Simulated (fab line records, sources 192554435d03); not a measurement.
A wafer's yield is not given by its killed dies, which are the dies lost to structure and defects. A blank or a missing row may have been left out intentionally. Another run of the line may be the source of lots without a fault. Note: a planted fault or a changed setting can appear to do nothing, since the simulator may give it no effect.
Matching of chambers -- flow n5Finfet -- N5_SD_EPI_N_DESCUM_14 on rieDiel-05 has 4 sister chambers
The step chemistry O2, time 7.9 s. 8 wafers are shown with their chamber, then 10 later ones without.

WAFERS PAIRED WITH THEIR CHAMBERS
wafer,chamber,drypumpMotorCurrentA (A),showerheadPlenumPTorr (Torr)
L077.1,1,5.4,1.99
L080.4,0,6.3,2.15
L083.2,0,6.3,2.14
L083.3,1,5.4,1.98
L083.4,3,6.5,2.18
L087.6,2,5.7,2.16
L092.1,2,5.8,2.15
L092.2,3,6.6,2.18

WAFERS WHOSE CHAMBER IS MISSING
wafer,drypumpMotorCurrentA (A),showerheadPlenumPTorr (Torr)
L092.5,5.4,1.98
L093.1,6.6,2.17
L093.4,6.3,2.14
L093.5,6.6,2.17
L094.1,6.6,2.17
L094.5,6.3,2.14
L094.6,6.6,2.17
L096.3,5.7,2.15
L096.4,5.4,2.24
L096.6,6.7,2.17

THE CHAMBER EACH PASSED THROUGH
wafer,from the rows above,in truth
L092.5,1,1
L093.1,3,3
L093.4,0,0
L093.5,3,3
L094.1,3,3
L094.5,0,0
L094.6,3,3
L096.3,2,2
L096.4,2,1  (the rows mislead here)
L096.6,3,3
Correctly placed: 9 of 10. Left unplaced by these rows: 0. Number placed wrongly: 1.
How it was worked out, from the rows above alone: a wafer's distance from a chamber is the root of the sum, over the readings, of the square of ((its reading less the chamber's mean) divided by the reading's scatter). If the next closest chamber is less than 2 further off than the closest, the wafer can't be placed; otherwise it belongs to the closest. For every chamber, the mean is computed from those of its wafers that are shown. How the scatter is found: for the shown wafers, subtract from each reading the mean of its chamber, square and add these, divide the total by (wafers less chambers), then take the root.
